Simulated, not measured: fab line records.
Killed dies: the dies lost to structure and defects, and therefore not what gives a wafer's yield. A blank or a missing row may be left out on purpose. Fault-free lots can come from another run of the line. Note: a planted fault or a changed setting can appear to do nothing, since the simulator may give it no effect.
Chamber matching :: flow n5Finfet :: N5_BEOL_M2_VIA_ETCH_34 on rieDiel-01: 4 sister chambers
The step etches the open film in C4F6/O2, target depth 69.4 nm, time 65.9 s. 18 wafers are shown with their chamber, then 9 later ones without.

## EACH WAFER AND ITS CHAMBER
wafer: L078.1
chamber: 0
throttleValvePct (%): 30.4
rfVppV (V): 645
drypumpMotorCurrentA (A): 5.1

wafer: L078.5
chamber: 2
throttleValvePct (%): 31.5
rfVppV (V): 656
drypumpMotorCurrentA (A): 5.8

wafer: L078.6
chamber: 3
throttleValvePct (%): 30.6
rfVppV (V): 684
drypumpMotorCurrentA (A): 5.5

wafer: L081.1
chamber: 1
throttleValvePct (%): 31.0
rfVppV (V): 683
drypumpMotorCurrentA (A): 5.6

wafer: L081.2
chamber: 2
throttleValvePct (%): 31.6
rfVppV (V): 660
drypumpMotorCurrentA (A): 5.8

wafer: L081.5
chamber: 3
throttleValvePct (%): 30.6
rfVppV (V): 684
drypumpMotorCurrentA (A): 5.5

wafer: L085.1
chamber: 2
throttleValvePct (%): 31.5
rfVppV (V): 659
drypumpMotorCurrentA (A): 5.8

wafer: L085.4
chamber: 3
throttleValvePct (%): 30.6
rfVppV (V): 682
drypumpMotorCurrentA (A): 5.6

wafer: L085.5
chamber: 1
throttleValvePct (%): 31.0
rfVppV (V): 682
drypumpMotorCurrentA (A): 5.6

wafer: L090.3
chamber: 3
throttleValvePct (%): 30.7
rfVppV (V): 683
drypumpMotorCurrentA (A): 5.5

wafer: L090.5
chamber: 3
throttleValvePct (%): 30.6
rfVppV (V): 683
drypumpMotorCurrentA (A): 5.6

wafer: L090.6
chamber: 2
throttleValvePct (%): 31.5
rfVppV (V): 669
drypumpMotorCurrentA (A): 5.9

wafer: L092.3
chamber: 2
throttleValvePct (%): 31.5
rfVppV (V): 669
drypumpMotorCurrentA (A): 5.8

wafer: L092.4
chamber: 0
throttleValvePct (%): 30.4
rfVppV (V): 646
drypumpMotorCurrentA (A): 5.1

wafer: L092.5
chamber: 1
throttleValvePct (%): 31.0
rfVppV (V): 682
drypumpMotorCurrentA (A): 5.6

wafer: L091.1
chamber: 3
throttleValvePct (%): 30.6
rfVppV (V): 683
drypumpMotorCurrentA (A): 5.5

wafer: L091.2
chamber: 2
throttleValvePct (%): 31.5
rfVppV (V): 668
drypumpMotorCurrentA (A): 5.9

wafer: L091.6
chamber: 1
throttleValvePct (%): 31.0
rfVppV (V): 683
drypumpMotorCurrentA (A): 5.5

SIGNATURES, as means of the wafers listed above
reading: throttleValvePct
chamber 0: 30.400
chamber 1: 31.000
chamber 2: 31.517
chamber 3: 30.617
scatter within a chamber: 0.0345

reading: rfVppV
chamber 0: 645.50
chamber 1: 682.50
chamber 2: 663.50
chamber 3: 683.17
scatter within a chamber: 3.52

reading: drypumpMotorCurrentA
chamber 0: 5.100
chamber 1: 5.575
chamber 2: 5.833
chamber 3: 5.533
scatter within a chamber: 0.0494
Rule: a wafer lies at a distance from a chamber equal to the root of the sum of squares, over the readings, of (its reading less the chamber's mean, divided by the reading's scatter). If the next closest chamber is less than 2 further off than the closest, the wafer can't be placed; otherwise it belongs to the closest. The scatter: take each reading less its chamber's mean, square it, sum over the shown wafers, divide by the number of wafers less the number of chambers, and take the root.

## WAFERS MISSING THEIR CHAMBER
wafer: L095.1
throttleValvePct (%): 31.0
rfVppV (V): 682
drypumpMotorCurrentA (A): 5.6

wafer: L095.4
throttleValvePct (%): 30.4
rfVppV (V): 644
drypumpMotorCurrentA (A): 5.1

wafer: L095.5
throttleValvePct (%): 30.4
rfVppV (V): 646
drypumpMotorCurrentA (A): 5.1

wafer: L094.1
throttleValvePct (%): 30.7
rfVppV (V): 683
drypumpMotorCurrentA (A): 5.6

wafer: L094.2
throttleValvePct (%): 31.0
rfVppV (V): 683
drypumpMotorCurrentA (A): 5.6

wafer: L094.4
throttleValvePct (%): 31.5
rfVppV (V): 668
drypumpMotorCurrentA (A): 5.9

wafer: L096.1
throttleValvePct (%): 31.1
rfVppV (V): 683
drypumpMotorCurrentA (A): 5.6

wafer: L096.2
throttleValvePct (%): 31.5
rfVppV (V): 669
drypumpMotorCurrentA (A): 5.9

wafer: L096.3
throttleValvePct (%): 30.4
rfVppV (V): 645
drypumpMotorCurrentA (A): 5.1

## CHAMBER TAKEN BY EACH
wafer: L095.1
from the rows above: 1
in truth: 1

wafer: L095.4
from the rows above: 0
in truth: 0

wafer: L095.5
from the rows above: 0
in truth: 0

wafer: L094.1
from the rows above: 3
in truth: 3

wafer: L094.2
from the rows above: 1
in truth: 1

wafer: L094.4
from the rows above: 2
in truth: 2

wafer: L096.1
from the rows above: 1
in truth: 1

wafer: L096.2
from the rows above: 2
in truth: 2

wafer: L096.3
from the rows above: 0
in truth: 0
Correctly placed: 9 of 9. Left unplaced by these rows: 0. Placed wrongly: 0.
